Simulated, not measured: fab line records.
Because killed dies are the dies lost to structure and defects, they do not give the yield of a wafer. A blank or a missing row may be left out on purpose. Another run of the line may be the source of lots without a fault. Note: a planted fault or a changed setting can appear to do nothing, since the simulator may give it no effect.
Which of the tools did it? / flow nandHarc / 39 wafers from 13 lots sampled at 5 of the route's 1159 steps

## WHAT THE GAUGES READ, wafer by wafer
NHARC_P_GATE_CD_MEAS_59 targets a cd of 720 nm. Usual: cdNm 720.7 nm, standard deviation 1.6.
lot=L300; measured=day 5 10:39; on=cdSem-02; cdNm (nm)=721.7 722.0 720.3; flag=
lot=L301; measured=day 5 21:04; on=cdSem-03; cdNm (nm)=721.8 719.4 719.7; flag=
lot=L305; measured=day 6 06:49; on=cdSem-01; cdNm (nm)=721.4 721.0 717.9; flag=
lot=L303; measured=day 6 13:20; on=cdSem-03; cdNm (nm)=722.3 724.7 721.1; flag=
lot=L306; measured=day 6 19:49; on=cdSem-01; cdNm (nm)=722.0 720.6 720.8; flag=
lot=L307; measured=day 6 20:34; on=cdSem-03; cdNm (nm)=717.7 720.9 720.7; flag=
lot=L308; measured=day 7 12:53; on=cdSem-01; cdNm (nm)=718.8 722.5 719.5; flag=
lot=L312; measured=day 8 16:01; on=cdSem-01; cdNm (nm)=722.0 721.7 722.6; flag=
lot=L314; measured=day 9 02:59; on=cdSem-02; cdNm (nm)=719.4 721.8 717.3; flag=
lot=L317; measured=day 9 09:41; on=cdSem-03; cdNm (nm)=721.2 719.2 721.3; flag=
lot=L321; measured=day 10 09:05; on=cdSem-02; cdNm (nm)=720.6 719.7 721.7; flag=
lot=L322; measured=day 10 20:49; on=cdSem-03; cdNm (nm)=719.0 720.6 719.0; flag=
lot=L323; measured=day 11 01:00; on=cdSem-02; cdNm (nm)=717.8 722.2 720.5; flag=

NHARC_END_SORT_01. Usual: killedAtArray 29, standard deviation 11; killedAtOther 0.7, standard deviation 1.1; killedAtPeriphery 2.9, standard deviation 2.2; killedDies 33, standard deviation 11; killedOpen 3.1, standard deviation 1.8; killedShort 1.9, standard deviation 1.4.
lot=L312; measured=day 22 02:40; on=prober-01; killedAtArray=18 19 29; killedAtOther=0 0 0; killedAtPeriphery=2 2 1; killedDies=20 21 30; killedOpen=2 5 2; killedShort=1 1 2; flag=

## EACH LOT AND THE TOOL THAT RAN IT (in order: tool; ch and the chambers of the sampled wafers; start)
lot=L300; NHARC_P_GATE_ETCH_114=rieDiel-06 ch 0,1, day 5 08:47 or earlier; NHARC_P_GATE_PEB_44=lithoTrack-02 ch 0, day 5 08:47; NHARC_P_GATE_STRIP_111=plasmaAsher-02 ch 0,1, day 5 09:25
lot=L301; NHARC_P_GATE_ETCH_114=rieDiel-06 ch 0,1,2, day 5 19:19 or earlier; NHARC_P_GATE_PEB_44=lithoTrack-02 ch 0, day 5 19:19; NHARC_P_GATE_STRIP_111=plasmaAsher-02 ch 0,1, day 5 19:58
lot=L305; NHARC_P_GATE_ETCH_114=rieDiel-06 ch 2,3, day 6 04:57 or earlier; NHARC_P_GATE_PEB_44=lithoTrack-07 ch 0, day 6 04:57; NHARC_P_GATE_STRIP_111=plasmaAsher-01 ch 0,1, day 6 05:40
lot=L303; NHARC_P_GATE_ETCH_114=rieDiel-06 ch 1,3, day 6 11:29 or earlier; NHARC_P_GATE_PEB_44=lithoTrack-05 ch 0, day 6 11:29; NHARC_P_GATE_STRIP_111=plasmaAsher-01 ch 0,1, day 6 12:12
lot=L306; NHARC_P_GATE_ETCH_114=rieDiel-06 ch 2,3, day 6 17:59 or earlier; NHARC_P_GATE_PEB_44=lithoTrack-05 ch 0, day 6 17:59; NHARC_P_GATE_STRIP_111=plasmaAsher-01 ch 0,1, day 6 18:35
lot=L307; NHARC_P_GATE_ETCH_114=rieDiel-11 ch 0,2, day 6 18:43 or earlier; NHARC_P_GATE_PEB_44=lithoTrack-07 ch 0, day 6 18:43; NHARC_P_GATE_STRIP_111=plasmaAsher-02 ch 0,1, day 6 19:23
lot=L308; NHARC_P_GATE_ETCH_114=rieDiel-11 ch 0,1,2, day 7 10:59 or earlier; NHARC_P_GATE_PEB_44=lithoTrack-02 ch 0, day 7 10:59; NHARC_P_GATE_STRIP_111=plasmaAsher-02 ch 0,1, day 7 11:41
lot=L312; NHARC_P_GATE_ETCH_114=rieDiel-06 ch 0,2, day 8 14:07 or earlier; NHARC_P_GATE_PEB_44=lithoTrack-05 ch 0, day 8 14:07; NHARC_P_GATE_STRIP_111=plasmaAsher-02 ch 0,1, day 8 14:47
lot=L314; NHARC_P_GATE_ETCH_114=rieDiel-09 ch 0,3, day 9 01:17 or earlier; NHARC_P_GATE_PEB_44=lithoTrack-05 ch 0, day 9 01:17; NHARC_P_GATE_STRIP_111=plasmaAsher-01 ch 0,1, day 9 01:57
lot=L317; NHARC_P_GATE_ETCH_114=rieDiel-09 ch 0,1,3, day 9 07:55 or earlier; NHARC_P_GATE_PEB_44=lithoTrack-07 ch 0, day 9 07:55; NHARC_P_GATE_STRIP_111=plasmaAsher-01 ch 0,1, day 9 08:32
lot=L321; NHARC_P_GATE_ETCH_114=rieDiel-11 ch 0,1,3, day 10 07:12 or earlier; NHARC_P_GATE_PEB_44=lithoTrack-02 ch 0, day 10 07:12; NHARC_P_GATE_STRIP_111=plasmaAsher-02 ch 0,1, day 10 07:50
lot=L322; NHARC_P_GATE_ETCH_114=rieDiel-11 ch 0,3, day 10 18:55 or earlier; NHARC_P_GATE_PEB_44=lithoTrack-02 ch 0, day 10 18:55; NHARC_P_GATE_STRIP_111=plasmaAsher-02 ch 0,1, day 10 19:42
lot=L323; NHARC_P_GATE_ETCH_114=rieDiel-06 ch 0,1,3, day 10 23:09 or earlier; NHARC_P_GATE_PEB_44=lithoTrack-02 ch 0, day 10 23:09; NHARC_P_GATE_STRIP_111=plasmaAsher-01 ch 0,1, day 10 23:46
- NHARC_P_GATE_ETCH_114: etches the open film in CF4/O2, target depth 30 nm, overetch 3 nm, time 16.5 s.
- NHARC_P_GATE_PEB_44: peb time 85 s.
- NHARC_P_GATE_STRIP_111: strips in N2/H2, time 250 s.

## WHAT THE TOOLS THEMSELVES READ (means of the sampled wafers that have a number; where no wafer has one, the mark that the record gives instead)
NHARC_P_GATE_ETCH_114. Usual: drypumpMotorCurrentA 5.7 A, standard deviation 0.46; oesProductAu 0.997 a.u., standard deviation 0.0086; rfFwdPowerW 294.2 W, standard deviation 1.6; rfVppV 197.7 V, standard deviation 1.6; showerheadPlenumPTorr 1.33 Torr, standard deviation 0.066; throttleValvePct 13.397 %, standard deviation 0.0089.
lot=L300; tool=rieDiel-06; drypumpMotorCurrentA (A)=5.5; oesProductAu (a.u.)=0.994; rfFwdPowerW (W)=293.4; rfVppV (V)=197.0; showerheadPlenumPTorr (Torr)=1.28; throttleValvePct (%)=13.397; flag=
lot=L301; tool=rieDiel-06; drypumpMotorCurrentA (A)=5.4; oesProductAu (a.u.)=0.990; rfFwdPowerW (W)=293.5; rfVppV (V)=197.6; showerheadPlenumPTorr (Torr)=1.34; throttleValvePct (%)=13.400; flag=
lot=L305; tool=rieDiel-06; drypumpMotorCurrentA (A)=5.7; oesProductAu (a.u.)=1.004; rfFwdPowerW (W)=293.0; rfVppV (V)=199.2; showerheadPlenumPTorr (Torr)=1.40; throttleValvePct (%)=13.400; flag=
lot=L303; tool=rieDiel-06; drypumpMotorCurrentA (A)=6.1; oesProductAu (a.u.)=0.994; rfFwdPowerW (W)=295.6; rfVppV (V)=197.8; showerheadPlenumPTorr (Torr)=1.34; throttleValvePct (%)=13.398; flag=
lot=L306; tool=rieDiel-06; drypumpMotorCurrentA (A)=5.7; oesProductAu (a.u.)=0.992; rfFwdPowerW (W)=293.7; rfVppV (V)=199.1; showerheadPlenumPTorr (Torr)=1.40; throttleValvePct (%)=13.398; flag=
lot=L307; tool=rieDiel-11; drypumpMotorCurrentA (A)=6.3; oesProductAu (a.u.)=0.995; rfFwdPowerW (W)=293.5; rfVppV (V)=195.9; showerheadPlenumPTorr (Torr)=1.24; throttleValvePct (%)=13.389; flag=
lot=L308; tool=rieDiel-11; drypumpMotorCurrentA (A)=6.1; oesProductAu (a.u.)=0.993; rfFwdPowerW (W)=294.1; rfVppV (V)=196.0; showerheadPlenumPTorr (Torr)=1.25; throttleValvePct (%)=13.394; flag=
lot=L312; tool=rieDiel-06; drypumpMotorCurrentA (A)=5.4; oesProductAu (a.u.)=1.001; rfFwdPowerW (W)=292.7; rfVppV (V)=196.6; showerheadPlenumPTorr (Torr)=1.30; throttleValvePct (%)=13.391; flag=
lot=L314; tool=rieDiel-09; drypumpMotorCurrentA (A)=5.6; oesProductAu (a.u.)=0.998; rfFwdPowerW (W)=293.6; rfVppV (V)=197.0; showerheadPlenumPTorr (Torr)=1.28; throttleValvePct (%)=13.401; flag=
lot=L317; tool=rieDiel-09; drypumpMotorCurrentA (A)=5.3; oesProductAu (a.u.)=0.994; rfFwdPowerW (W)=292.6; rfVppV (V)=197.0; showerheadPlenumPTorr (Torr)=1.33; throttleValvePct (%)=13.394; flag=
lot=L321; tool=rieDiel-11; drypumpMotorCurrentA (A)=6.0; oesProductAu (a.u.)=0.986; rfFwdPowerW (W)=294.3; rfVppV (V)=198.6; showerheadPlenumPTorr (Torr)=1.36; throttleValvePct (%)=13.399; flag=
lot=L322; tool=rieDiel-11; drypumpMotorCurrentA (A)=5.8; oesProductAu (a.u.)=0.993; rfFwdPowerW (W)=294.2; rfVppV (V)=199.5; showerheadPlenumPTorr (Torr)=1.40; throttleValvePct (%)=13.402; flag=
lot=L323; tool=rieDiel-06; drypumpMotorCurrentA (A)=5.8; oesProductAu (a.u.)=0.989; rfFwdPowerW (W)=293.8; rfVppV (V)=197.9; showerheadPlenumPTorr (Torr)=1.31; throttleValvePct (%)=13.394; flag=

NHARC_P_GATE_PEB_44. Usual: heaterPowerTotalW 163.99 W, standard deviation 0.29; plateTempC 117.99 C, standard deviation 0.15.
lot=L300; tool=lithoTrack-02; heaterPowerTotalW (W)=163.89; plateTempC (C)=118.13; flag=
lot=L301; tool=lithoTrack-02; heaterPowerTotalW (W)=164.11; plateTempC (C)=118.06; flag=
lot=L305; tool=lithoTrack-07; heaterPowerTotalW (W)=163.94; plateTempC (C)=118.03; flag=
lot=L303; tool=lithoTrack-05; heaterPowerTotalW (W)=163.92; plateTempC (C)=118.11; flag=
lot=L306; tool=lithoTrack-05; heaterPowerTotalW (W)=164.04; plateTempC (C)=118.02; flag=
lot=L307; tool=lithoTrack-07; heaterPowerTotalW (W)=163.86; plateTempC (C)=117.84; flag=
lot=L308; tool=lithoTrack-02; heaterPowerTotalW (W)=163.99; plateTempC (C)=118.38; flag=
lot=L312; tool=lithoTrack-05; heaterPowerTotalW (W)=162.85; plateTempC (C)=117.15; flag=OFF
lot=L314; tool=lithoTrack-05; heaterPowerTotalW (W)=162.77; plateTempC (C)=117.21; flag=OFF
lot=L317; tool=lithoTrack-07; heaterPowerTotalW (W)=164.18; plateTempC (C)=118.05; flag=
lot=L321; tool=lithoTrack-02; heaterPowerTotalW (W)=164.07; plateTempC (C)=117.77; flag=
lot=L322; tool=lithoTrack-02; heaterPowerTotalW (W)=164.25; plateTempC (C)=117.82; flag=
lot=L323; tool=lithoTrack-02; heaterPowerTotalW (W)=163.96; plateTempC (C)=118.08; flag=

NHARC_P_GATE_STRIP_111. Usual: drypumpMotorCurrentA 5.6 A, standard deviation 0.42; heaterPowerW 82 W, standard deviation 11; rfReflPowerW 25 W, standard deviation 16.
lot=L300; tool=plasmaAsher-02; drypumpMotorCurrentA (A)=5.6; heaterPowerW (W)=80; rfReflPowerW (W)=23; flag=
lot=L301; tool=plasmaAsher-02; drypumpMotorCurrentA (A)=5.6; heaterPowerW (W)=81; rfReflPowerW (W)=23; flag=
lot=L305; tool=plasmaAsher-01; drypumpMotorCurrentA (A)=5.8; heaterPowerW (W)=88; rfReflPowerW (W)=25; flag=
lot=L303; tool=plasmaAsher-01; drypumpMotorCurrentA (A)=5.8; heaterPowerW (W)=89; rfReflPowerW (W)=25; flag=
lot=L306; tool=plasmaAsher-01; drypumpMotorCurrentA (A)=5.8; heaterPowerW (W)=90; rfReflPowerW (W)=25; flag=
lot=L307; tool=plasmaAsher-02; drypumpMotorCurrentA (A)=5.5; heaterPowerW (W)=80; rfReflPowerW (W)=36; flag=
lot=L308; tool=plasmaAsher-02; drypumpMotorCurrentA (A)=5.6; heaterPowerW (W)=80; rfReflPowerW (W)=22; flag=
lot=L312; tool=plasmaAsher-02; drypumpMotorCurrentA (A)=5.6; heaterPowerW (W)=80; rfReflPowerW (W)=22; flag=
lot=L314; tool=plasmaAsher-01; drypumpMotorCurrentA (A)=5.4; heaterPowerW (W)=80; rfReflPowerW (W)=19; flag=
lot=L317; tool=plasmaAsher-01; drypumpMotorCurrentA (A)=5.8; heaterPowerW (W)=88; rfReflPowerW (W)=23; flag=
lot=L321; tool=plasmaAsher-02; drypumpMotorCurrentA (A)=5.4; heaterPowerW (W)=79; rfReflPowerW (W)=36; flag=
lot=L322; tool=plasmaAsher-02; drypumpMotorCurrentA (A)=5.5; heaterPowerW (W)=78; rfReflPowerW (W)=36; flag=
lot=L323; tool=plasmaAsher-01; drypumpMotorCurrentA (A)=5.8; heaterPowerW (W)=88; rfReflPowerW (W)=25; flag=

## THE ANSWER, worked out from the rows above alone
Rule: lot off if the mean of its wafers having a number is beyond 3 standard deviations from the usual mean. Also off: a lot with no number at a reading for which 4 or more lots have one. All remaining lots with rows at the step are treated as sound. After the gauges, taken in route order, come the tools' own readings; for these a lot's mean is taken, as printed above. At the first step where some lot is off, the reading lying furthest off is the one used; lots without a number count as furthest.
Off: L312, L314 (NHARC_P_GATE_PEB_44, plateTempC).
A tool fits if, at that step or a process step before it, it ran every lot that is off, and no sound lot after the first of them. Because NHARC_P_GATE_ETCH_114 lacks a start for some lots, the hours and order of its lots are taken from NHARC_P_GATE_PEB_44. One fits: NHARC_P_GATE_PEB_44 on lithoTrack-05. Its last sound lot is L306 (day 6 17:59), its first lot that is off L312 (day 8 14:07): a fault that began between those two fits.
The tool's own readings at NHARC_P_GATE_PEB_44 bear it out: on the lots that are off they differ by more than 5 times the standard deviation of the sound lots' means. heaterPowerTotalW reads 162.81 W there against 164.02 W on the sound lots; plateTempC reads 117.18 C there against 118.03 C on the sound lots.

## WHAT THE SIMULATOR HAD INSERTED
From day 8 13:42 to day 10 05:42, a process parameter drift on lithoTrack-05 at NHARC_P_GATE_PEB_44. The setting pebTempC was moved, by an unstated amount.
Shown lots that were struck: L312, L314. Same finding as the rule above.
